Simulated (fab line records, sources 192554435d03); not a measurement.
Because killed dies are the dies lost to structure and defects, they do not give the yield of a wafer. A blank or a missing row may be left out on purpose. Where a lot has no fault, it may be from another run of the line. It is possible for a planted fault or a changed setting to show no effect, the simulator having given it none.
Lot-split experiment + flow n5Finfet + 21 wafers read across 7 lots, on a route 1938 steps long

SPLIT DETAILS
At N5_BEOL_M2_ILD_DEP_00 (deposits SiOC from DEMS/O2, target thk 79 nm, time 15.3 s), the setting timeS was moved away from the recipe's 15.3 s on 7 of the 21 wafers read, by -9.8% to +12.4%. All remaining wafers had this setting at the recipe value.

Between the split and the reading, the file records no step.

THE READING
M2_ILD_THK at N5_BEOL_M2_THK_MEAS_01, in nm. Fault-free wafers of this fab line usually give 79.1 nm, standard deviation 0.99 nm.

| wafer  | tool, chamber at the split | timeS as run, s | against the recipe | M2_ILD_THK, nm | against lot-mates on the recipe |
|--------|----------------------------|-----------------|--------------------|----------------|---------------------------------|
| L076.1 | pecvd-03, 1                | 16.77           | +9.6%              | 86.8           | +7.8                            |
| L076.2 | pecvd-03, 0                | 15.3            | recipe             | 79.0           | -                               |
| L076.4 | pecvd-03, 0                | 16.77           | +9.6%              | 87.4           | +8.4                            |
| L078.2 | pecvd-02, 1                | 15.3            | recipe             | 78.4           | -                               |
| L078.3 | pecvd-02, 0                | 15.3            | recipe             | 78.9           | -                               |
| L078.5 | pecvd-02, 1                | 15.3            | recipe             | 78.7           | -                               |
| L085.4 | pecvd-01, 2                | 15.3            | recipe             | 80.3           | -                               |
| L085.5 | pecvd-01, 1                | 15.3            | recipe             | 79.5           | -                               |
| L085.6 | pecvd-01, 0                | 14.42           | -5.8%              | 74.4           | -5.5                            |
| L086.1 | pecvd-03, 2                | 15.3            | recipe             | 79.6           | -                               |
| L086.3 | pecvd-03, 1                | 15.3            | recipe             | 80.4           | -                               |
| L086.6 | pecvd-03, 1                | 15.3            | recipe             | 81.4           | -                               |
| L092.1 | pecvd-03, 2                | 15.3            | recipe             | 77.5           | -                               |
| L092.2 | pecvd-03, 0                | 15.3            | recipe             | 77.8           | -                               |
| L092.5 | pecvd-03, 1                | 15.3            | recipe             | 78.9           | -                               |
| L093.2 | pecvd-03, 0                | 17.19           | +12.4%             | 88.4           | +9.0                            |
| L093.4 | pecvd-03, 1                | 17.19           | +12.4%             | 89.7           | +10.3                           |
| L093.6 | pecvd-03, 0                | 15.3            | recipe             | 79.4           | -                               |
| L096.2 | pecvd-02, 0                | 15.3            | recipe             | 79.7           | -                               |
| L096.3 | pecvd-02, 1                | 13.8            | -9.8%              | 72.6           | -7.1                            |
| L096.4 | pecvd-02, 0                | 13.8            | -9.8%              | 73.0           | -6.7                            |

THE FIT
A straight line over all 21 wafers: M2_ILD_THK changes by +0.761 nm for each +1% of timeS; r = +0.98; the points scatter about the line by 0.96 nm.
The same after taking each lot's own level away (the mean of its wafers on the recipe; 21 wafers): +0.782 nm for each +1%; r = +0.99; scatter 0.61 nm.
The reading moves by 9.7 nm for the largest change in timeS, on that fit.
The span of the lots' own levels, 78.07 to 80.47 nm, comes to 2.4 times the standard deviation stated above.
The two slopes agree, so the slope changes little with the lot-to-lot level.
Check: with one of the wafers moved furthest among these (+12.4%) left out of the fit, the line predicts +9.97 nm for it against its lot-mates. Against them it came out at +9 nm.

THE WHOLE CHAIN: every reading that the file lists as answering this split, in the file's order
| step                   | what it does                                              | reading                                                                           | change (the file's fit)               | r (the file's) |
|------------------------|-----------------------------------------------------------|-----------------------------------------------------------------------------------|---------------------------------------|----------------|
| N5_BEOL_M2_ILD_DEP_00  | deposits SiOC from DEMS/O2, target thk 79 nm, time 15.3 s | SiOC_of_BEOL_M2_ILD_DEP_00.thkNm (the simulator's own value, which no gauge read) | +0.793 nm for each +1% of the setting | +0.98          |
| N5_BEOL_M2_THK_MEAS_01 |                                                           | M2_ILD_THK                                                                        | +0.791 for each +1% of the setting    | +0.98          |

FILE'S OWN FIT
M2_ILD_THK changes by +0.791 nm for each +1% of timeS, r = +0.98.
